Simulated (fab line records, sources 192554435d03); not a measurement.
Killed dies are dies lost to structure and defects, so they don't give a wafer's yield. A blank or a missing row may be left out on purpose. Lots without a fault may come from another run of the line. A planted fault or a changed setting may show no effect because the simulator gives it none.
Which tool did it? | flow n5_finfet | 8 lots, 23 wafers sampled, at 7 steps of a route of 1938

WHAT THE GAUGES READ, wafer by wafer
N5_SD_EPI_P_EPI_MEAS_23.
lot  | measured    | on            | thk_nm (nm)
L868 | day 4 14:17 | film_metro-01 | 59.9 60.5 61.5
L871 | day 5 15:26 | film_metro-02 | 61.3 62.3 60.7
L873 | day 6 04:16 | film_metro-01 | 61.1 31.9 60.7
L875 | day 6 17:31 | film_metro-01 | 62.3 31.8
L881 | day 7 20:21 | film_metro-01 | 59.7 60.9 60.1
L884 | day 8 18:48 | film_metro-02 | 59.3 60.3 61.4
L885 | day 9 00:28 | film_metro-02 | 60.6 61.0 61.1
L886 | day 9 03:15 | film_metro-01 | 62.2 60.2 59.9

N5_SD_ACTIVATION_RS_MEAS_03: measures by four-point-probe.
lot  | measured    | on            | RS_SD_N (ohm/sq)  | RS_SD_P (ohm/sq)
L868 | day 4 15:05 | film_metro-01 | 22.20 22.12 22.05 | 56.2 55.7 55.7
L871 | day 5 16:11 | film_metro-02 | 21.97 21.90 21.97 | 55.1 55.3 54.2
L873 | day 6 04:53 | film_metro-01 | 21.55 21.61 21.59 | 56.1 109.5 55.8
L875 | day 6 18:10 | film_metro-02 | 22.10 22.03       | 55.6 106.5
L881 | day 7 20:58 | film_metro-02 | 21.53 21.06 21.22 | 57.6 57.0 56.6
L884 | day 8 19:28 | film_metro-02 | 21.52 21.59 21.64 | 55.6 55.9 55.7
L885 | day 9 01:05 | film_metro-02 | 21.85 22.09 22.06 | 54.3 55.5 54.4
L886 | day 9 03:55 | film_metro-01 | 21.71 21.55 21.10 | 56.0 56.0 55.7

N5_BEOL_M4_RC_MEAS_101.
lot  | measured     | on        | DIBL_N (mV/V)  | DIBL_P (mV/V)  | IOFF_N (nA/um)    | IOFF_P (nA/um)    | IOFF_P_85C (nA/um) | IOFF_P_LIN (nA/um) | ION_N (uA/um) | ION_P (uA/um) | REXT_P (ohm.um)   | RS_SD_P (ohm/sq) | SS_N (mV/dec)  | SS_P (mV/dec)  | VT_N (mV)         | VT_P (mV)      | VT_P_LVT (mV)
L868 | day 9 00:10  | prober-01 | 37.8 35.7 36.8 | 37.2 35.6 37.0 | 0.193 0.148 0.185 | 0.243 0.210 0.239 | 4.1 3.6 4.1        | 0.115 0.104 0.113  | 674 670 691   | 465 464 470   | 102.2 100.7 102.0 | 66.1 65.7 64.9   | 71.1 70.6 71.4 | 74.0 73.3 73.5 | 246.9 250.1 247.2 | -246 -248 -246 | -95.0 -96.9 -95.6
L871 | day 10 10:51 | prober-02 | 36.4 34.9 34.9 | 36.7 36.1 34.9 | 0.169 0.154 0.147 | 0.245 0.230 0.223 | 4.2 4.0 3.8        | 0.114 0.110 0.107  | 676 679 675   | 467 466 468   | 101.4 101.9 101.9 | 64.2 64.9 63.8   | 71.6 71.5 71.6 | 73.9 73.3 72.8 | 246.8 247.3 252.1 | -246 -245 -246 | -94.6 -94.8 -94.9
L873 | day 10 22:15 | prober-01 | 37.1 36.2 36.8 | 37.5 38.6 37.2 | 0.163 0.154 0.159 | 0.199 0.118 0.209 | 3.5 2.2 3.6        | 0.094 0.054 0.097  | 676 679 664   | 461 414 455   | 97.2 120.8 95.5   | 66.6 128.5 65.4  | 72.0 71.6 71.5 | 73.3 73.1 73.6 | 248.6 250.6 250.3 | -251 -269 -253 | -103.1 -119.0 -102.4
L875 | day 11 17:05 | prober-01 | 35.4 34.5      | 36.0 38.4      | 0.151 0.144       | 0.178 0.111       | 3.1 2.1            | 0.087 0.052        | 672 668       | 458 408       | 100.4 123.0       | 64.2 125.3       | 71.2 71.3      | 72.8 73.4      | 249.7 250.6       | -254 -268      | -102.0 -118.3
L881 | day 12 10:29 | prober-01 | 34.1 35.0 35.4 | 33.5 34.6 34.6 | 0.119 0.131 0.138 | 0.174 0.185 0.192 | 3.0 3.2 3.4        | 0.085 0.089 0.091  | 666 664 677   | 457 457 462   | 98.9 99.0 98.7    | 66.6 66.3 66.5   | 71.0 71.2 71.6 | 72.7 72.9 73.0 | 253.2 252.5 250.7 | -252 -251 -251 | -102.4 -101.2 -101.3
L884 | day 13 06:14 | prober-02 | 37.1 36.2 37.1 | 36.6 35.7 37.5 | 0.183 0.157 0.176 | 0.232 0.210 0.248 | 4.0 3.7 4.3        | 0.112 0.103 0.118  | 679 667 677   | 465 458 468   | 99.1 100.7 99.2   | 65.4 66.3 66.1   | 71.5 71.2 71.0 | 72.9 72.2 73.3 | 246.5 250.3 246.7 | -248 -249 -245 | -99.6 -100.6 -97.2
L885 | day 13 14:47 | prober-01 | 33.6 36.1 33.8 | 33.7 36.6 33.5 | 0.105 0.139 0.106 | 0.161 0.207 0.159 | 3.0 3.6 2.9        | 0.084 0.099 0.082  | 653 663 644   | 456 461 452   | 97.3 97.8 97.8    | 64.7 65.9 64.1   | 71.3 71.6 70.9 | 72.2 73.2 72.9 | 254.8 251.6 255.0 | -251 -251 -254 | -103.3 -100.2 -103.3
L886 | day 13 19:38 | prober-01 | 35.3 37.3 35.1 | 34.7 35.9 34.5 | 0.137 0.166 0.135 | 0.179 0.192 0.178 | 3.2 3.4 3.1        | 0.089 0.092 0.088  | 669 671 668   | 460 452 457   | 101.2 101.3 100.7 | 65.4 64.5 65.3   | 71.7 71.9 71.5 | 72.8 72.1 72.3 | 250.5 249.3 253.9 | -255 -252 -253 | -99.7 -99.7 -100.4

WHICH TOOL RAN EACH LOT (tool, then ch and the chambers of the sampled wafers, then the start)
lot  | N5_SD_EPI_N_ETCH_34             | N5_SD_EPI_N_VAPOR_ETCH_50      | N5_SD_EPI_P_STRIP_40                | N5_SD_EPI_P_EPI_21
L868 | rie_diel-03 ch 1,3, day 4 05:55 | epi_rpcvd-03 ch 0, day 4 07:25 | plasma_asher-02 ch 0,1, day 4 11:35 | epi_rpcvd-01 ch 0, day 4 12:27
L871 | rie_diel-01 ch 0,2, day 5 06:37 | epi_rpcvd-04 ch 0, day 5 08:12 | plasma_asher-02 ch 0, day 5 12:42   | epi_rpcvd-01 ch 0, day 5 13:13
L873 | rie_diel-03 ch 0,1, day 5 20:20 | epi_rpcvd-02 ch 0, day 5 21:50 | plasma_asher-02 ch 0,1, day 6 01:34 | epi_rpcvd-01 ch 0, day 6 02:26
L875 | rie_diel-01 ch 1,3, day 6 09:32 | epi_rpcvd-04 ch 0, day 6 11:04 | plasma_asher-02 ch 0,1, day 6 14:49 | epi_rpcvd-01 ch 0, day 6 16:02
L881 | rie_diel-05 ch 2,3, day 7 11:59 | epi_rpcvd-02 ch 0, day 7 13:42 | plasma_asher-01 ch 0,1, day 7 17:38 | epi_rpcvd-04 ch 0, day 7 18:31
L884 | rie_diel-01 ch 1,2, day 8 09:23 | epi_rpcvd-02 ch 0, day 8 10:53 | plasma_asher-02 ch 0,1, day 8 16:05 | epi_rpcvd-03 ch 0, day 8 16:58
L885 | rie_diel-03 ch 0,1, day 8 15:07 | epi_rpcvd-02 ch 0, day 8 16:39 | plasma_asher-01 ch 0,1, day 8 20:55 | epi_rpcvd-01 ch 0, day 8 22:02
L886 | rie_diel-05 ch 1,2, day 8 19:16 | epi_rpcvd-02 ch 0, day 8 20:49 | plasma_asher-01 ch 0,1, day 9 00:33 | epi_rpcvd-03 ch 0, day 9 02:08
- N5_SD_EPI_N_ETCH_34: etches SiARC in CF4, target depth 45.5 nm, time 75.8 s.
- N5_SD_EPI_N_VAPOR_ETCH_50: etches Si in HCl, time 54 s.
- N5_SD_EPI_P_STRIP_40: strips in N2/H2.
- N5_SD_EPI_P_EPI_21: deposits SiGe:B, time 355 s.

WHAT THE TOOLS THEMSELVES READ (means of the sampled wafers that have a number; where no wafer has one, the mark that the record gives instead)
N5_SD_EPI_N_ETCH_34.
lot  | tool        | chamber_pressure_mTorr (mTorr) | drypump_motor_current_A (A) | etch_rf_on_time_s (s) | oes_product_au (a.u.) | rf_fwd_power_W (W) | rf_vpp_V (V) | showerhead_plenum_p_Torr (Torr) | throttle_valve_pct (%)
L868 | rie_diel-03 | 40.00                          | 5.9                         | 75.4                  | 0.71                  | 539.2              | 184.4        | 2.20                            | 15.31
L871 | rie_diel-01 | 40.00                          | 5.4                         | 75.0                  | 0.68                  | 539.5              | 184.9        | 2.25                            | 15.38
L873 | rie_diel-03 | 40.01                          | 6.1                         | 74.9                  | 0.78                  | 541.1              | 184.5        | 2.16                            | 15.37
L875 | rie_diel-01 | 39.98                          | 5.6                         | 77.5                  | 0.67                  | 541.2              | 184.2        | 2.15                            | 15.38
L881 | rie_diel-05 | 40.02                          | 5.7                         | 76.9                  | 0.62                  | 540.5              | 184.0        | 2.13                            | 15.78
L884 | rie_diel-01 | 40.01                          | 5.9                         | 76.8                  | 0.64                  | 539.5              | 183.2        | 2.12                            | 15.49
L885 | rie_diel-03 | 40.00                          | 5.9                         | 75.6                  | 0.71                  | 539.0              | 185.7        | 2.20                            | 15.35
L886 | rie_diel-05 | 39.96                          | 6.2                         | 76.3                  | 0.60                  | 541.1              | 184.0        | 2.12                            | 15.80

N5_SD_EPI_N_VAPOR_ETCH_50.
lot  | tool         | susceptor_temp_C (C) | throttle_valve_pct (%)
L868 | epi_rpcvd-03 | 775.0                | 12.39
L871 | epi_rpcvd-04 | 774.7                | 12.23
L873 | epi_rpcvd-02 | 774.9                | 12.20
L875 | epi_rpcvd-04 | 775.0                | 12.32
L881 | epi_rpcvd-02 | 775.2                | 12.19
L884 | epi_rpcvd-02 | 775.2                | 12.21
L885 | epi_rpcvd-02 | 775.0                | 12.22
L886 | epi_rpcvd-02 | 775.4                | 12.21

N5_SD_EPI_P_STRIP_40.
lot  | tool            | drypump_motor_current_A (A) | heater_power_w (W) | oes_product_au (a.u.) | temp_c (C)
L868 | plasma_asher-02 | 5.73                        | 303                | 0.763                 | 249.96
L871 | plasma_asher-02 | 5.63                        | 279                | 0.770                 | 250.28
L873 | plasma_asher-02 | 5.75                        | 305                | 0.762                 | 250.01
L875 | plasma_asher-02 | 5.81                        | 314                | 0.756                 | 250.03
L881 | plasma_asher-01 | 5.54                        | 324                | 0.757                 | 249.90
L884 | plasma_asher-02 | 5.76                        | 300                | 0.771                 | 249.95
L885 | plasma_asher-01 | 5.55                        | 321                | 0.758                 | 249.67
L886 | plasma_asher-01 | 5.48                        | 320                | 0.765                 | 250.12

N5_SD_EPI_P_EPI_21.
lot  | tool         | susceptor_temp_C (C)
L868 | epi_rpcvd-01 | 550.43
L871 | epi_rpcvd-01 | 550.11
L873 | epi_rpcvd-01 | 549.76
L875 | epi_rpcvd-01 | 549.84
L881 | epi_rpcvd-04 | 550.02
L884 | epi_rpcvd-03 | 549.58
L885 | epi_rpcvd-01 | 549.83
L886 | epi_rpcvd-03 | 550.07

THE ANSWER, worked out from the rows above alone
Rule: what is usual is taken from the lots themselves. Put in order of their means at a reading, lots are off if they are a third of the lots or fewer, leave a main group of 4 or more, and stand apart from it by a gap of 3 or more times the standard deviation of the main group's means; of several such gaps the widest counts. A main group whose means are all the same, to the digits that the tables above print for the reading, isn't used. A lot without any number at a reading at which 4 lots or more have one is off too. The other lots that the step has rows for count as sound. The gauges are gone through in route order, then the tools' own readings, and for those a lot's mean is taken as printed above. The first step at which some lot is off is used, and at that step the reading that is off furthest; a lot without a number counts as furthest.
Off: L873, L875, at N5_SD_EPI_P_EPI_MEAS_23 (thk_nm). The main group: mean 60.7 nm, standard deviation 0.4.
A tool fits if, at a process step before that reading, it ran every lot that is off, and no sound lot after the first of them. The gauges at N5_SD_EPI_P_EPI_MEAS_23 aren't tried: what is off there is off at N5_BEOL_M4_RC_MEAS_101 too, on other tools, and a gauge's error can't cause that. None of those tried fits.

WHAT THE SIMULATOR HAD PUT IN
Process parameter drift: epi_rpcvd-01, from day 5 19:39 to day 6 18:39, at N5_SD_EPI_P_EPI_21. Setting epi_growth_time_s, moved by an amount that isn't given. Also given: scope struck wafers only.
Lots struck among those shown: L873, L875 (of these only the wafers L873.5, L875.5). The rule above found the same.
